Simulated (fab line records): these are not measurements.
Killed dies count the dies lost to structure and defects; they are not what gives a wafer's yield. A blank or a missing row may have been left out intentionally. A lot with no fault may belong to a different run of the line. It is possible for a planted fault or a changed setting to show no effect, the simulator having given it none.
Check of tool commonality -- flow nand-harc -- 42 wafers sampled across 14 lots

## REASON IT WAS OPENED
Flagged at NHARC_P_M0_CD_MEAS_09: reading cd-nm, on 2 of 14 lots. Wafers without a fault read 89.9 nm, standard deviation 0.57.
Rule: a lot is flagged in two cases, either no wafer of it has a number, or all its wafers with numbers fall more than 4 standard deviations from that mean. The other lots count as sound.

lot,measured,on,"cd-nm (nm), wafer by wafer",flag
L250,day 6 07:29,cd-sem-01,90.4 90.1 90.2,
L251,day 6 10:26,cd-sem-01,90.0 89.7 90.4,
L252,day 6 21:55,cd-sem-03,90.1 90.1 89.8,
L255,day 8 06:13,cd-sem-03,91.2 90.6 90.5,
L260,day 10 12:28,cd-sem-02,108.4 108.0 108.0,FLAGGED
L261,day 10 20:46,cd-sem-03,108.0 108.2 108.0,FLAGGED
L265,day 12 06:55,cd-sem-03,89.4 89.3 90.1,
L266,day 13 00:20,cd-sem-01,89.7 89.6 89.1,
L268,day 13 14:06,cd-sem-03,90.1 90.8 90.8,
L269,day 14 01:37,cd-sem-03,90.1 89.8 90.0,
L270,day 14 15:34,cd-sem-01,90.9 90.6 90.8,
L271,day 14 22:17,cd-sem-02,89.5 90.0 90.1,
L272,day 15 03:17,cd-sem-01,89.8 89.5 88.8,
L273,day 15 17:02,cd-sem-02,89.9 89.4 90.2,
On average the flagged lots' numbers are 108.1 nm, which is +18.2 nm against the usual, or +32 standard deviations.

## WHICH TOOL RAN EACH LOT
Before the reading, the record contains 3 process steps out of a 1302-step route. Cell contents, in order: the tool; ch with the chambers the sampled wafers went through; the start.
lot,flag,NHARC_P_CONTACT_DESCUM_17,NHARC_P_CONTACT_DEGAS_38,NHARC_P_M0_PEB_07
L250,,"rie-diel-11 ch 1,2, day 6 03:38","pvd-sputter-01, day 6 05:13","litho-track-01 ch 0, day 6 07:24"
L251,,"rie-diel-01 ch 2,3, day 6 06:25","pvd-sputter-03, day 6 08:02","litho-track-04 ch 0, day 6 10:22"
L252,,"rie-diel-11 ch 1,2,3, day 6 17:54","pvd-sputter-03, day 6 19:30","litho-track-04 ch 0, day 6 21:50"
L255,,"rie-diel-08 ch 0,2,3, day 8 02:23","pvd-sputter-01, day 8 03:59","litho-track-01 ch 0, day 8 06:08"
L260,FLAGGED,"rie-diel-08 ch 0,3, day 10 08:28","pvd-sputter-02, day 10 10:06","litho-track-06 ch 0, day 10 12:23"
L261,FLAGGED,"rie-diel-08 ch 1,2, day 10 16:47","pvd-sputter-03, day 10 18:23","litho-track-06 ch 0, day 10 20:41"
L265,,"rie-diel-08 ch 2,3, day 12 02:55","pvd-sputter-03, day 12 04:31","litho-track-04 ch 0, day 12 06:50"
L266,,"rie-diel-11 ch 0,2, day 12 20:13","pvd-sputter-01, day 12 21:52","litho-track-01 ch 0, day 13 00:16"
L268,,"rie-diel-01 ch 0,1,3, day 13 10:05","pvd-sputter-02, day 13 11:43","litho-track-01 ch 0, day 13 14:01"
L269,,"rie-diel-08 ch 1,2, day 13 21:45","pvd-sputter-02, day 13 23:20","litho-track-06 ch 0, day 14 01:32"
L270,,"rie-diel-08 ch 0,1, day 14 11:21","pvd-sputter-03, day 14 12:57","litho-track-06 ch 0, day 14 15:29"
L271,,"rie-diel-11 ch 0,2,3, day 14 18:10","pvd-sputter-02, day 14 19:54","litho-track-06 ch 0, day 14 22:13"
L272,,"rie-diel-11 ch 0,1,3, day 14 23:18","pvd-sputter-03, day 15 00:53","litho-track-04 ch 0, day 15 03:12"
L273,,"rie-diel-11 ch 0,2,3, day 15 12:55","pvd-sputter-02, day 15 14:38","litho-track-04 ch 0, day 15 16:58"
What these steps do:
- NHARC_P_CONTACT_DESCUM_17: chemistry O2, time 3 s.
- NHARC_P_CONTACT_DEGAS_38: time 60 s.
- NHARC_P_M0_PEB_07: peb time 65 s.
- NHARC_P_M0_CD_MEAS_09: target cd 90 nm.

## FLAGGED OVER TOTAL, TOOL BY TOOL (the gauges that took the reading come last)
step,tool,lots run,flagged,share of the flagged lots,sound lots run after its first flagged lot
NHARC_P_CONTACT_DESCUM_17,rie-diel-01,2,0,none,-
NHARC_P_CONTACT_DESCUM_17,rie-diel-08,6,2,all,"3 (L265,L269,L270)"
NHARC_P_CONTACT_DESCUM_17,rie-diel-11,6,0,none,-
NHARC_P_CONTACT_DEGAS_38,pvd-sputter-01,3,0,none,-
NHARC_P_CONTACT_DEGAS_38,pvd-sputter-02,5,1,some,"4 (L268,L269,L271,L273)"
NHARC_P_CONTACT_DEGAS_38,pvd-sputter-03,6,1,some,"3 (L265,L270,L272)"
NHARC_P_M0_PEB_07,litho-track-01,4,0,none,-
NHARC_P_M0_PEB_07,litho-track-04,5,0,none,-
NHARC_P_M0_PEB_07,litho-track-06,5,2,all,"3 (L269,L270,L271)"
NHARC_P_M0_CD_MEAS_09,cd-sem-01,5,0,none,-
NHARC_P_M0_CD_MEAS_09,cd-sem-02,3,1,some,"2 (L271,L273)"
NHARC_P_M0_CD_MEAS_09,cd-sem-03,6,1,some,"3 (L265,L268,L269)"

## WHAT THE TABLE ALLOWS
2 rows of the table ran every flagged lot: rie-diel-08 at NHARC_P_CONTACT_DESCUM_17, litho-track-06 at NHARC_P_M0_PEB_07.
- rie-diel-08 at NHARC_P_CONTACT_DESCUM_17 ran 6 lots, 2 of them flagged. After the first flagged lot (L265, L269, L270), sound lots still ran on it; a lasting fault on the whole tool would not permit that.
- litho-track-06 at NHARC_P_M0_PEB_07 ran 5 lots, 2 of them flagged. After the first flagged lot (L269, L270, L271), sound lots still ran on it; a lasting fault on the whole tool would not permit that. Its own readings lie more than 4 standard deviations out on every wafer of the flagged lots: heater-power-total-W, plate-temp-C.
None of the table's rows ran every flagged lot and, after the first, no sound lot.

## WHAT THE SIMULATOR PUT IN
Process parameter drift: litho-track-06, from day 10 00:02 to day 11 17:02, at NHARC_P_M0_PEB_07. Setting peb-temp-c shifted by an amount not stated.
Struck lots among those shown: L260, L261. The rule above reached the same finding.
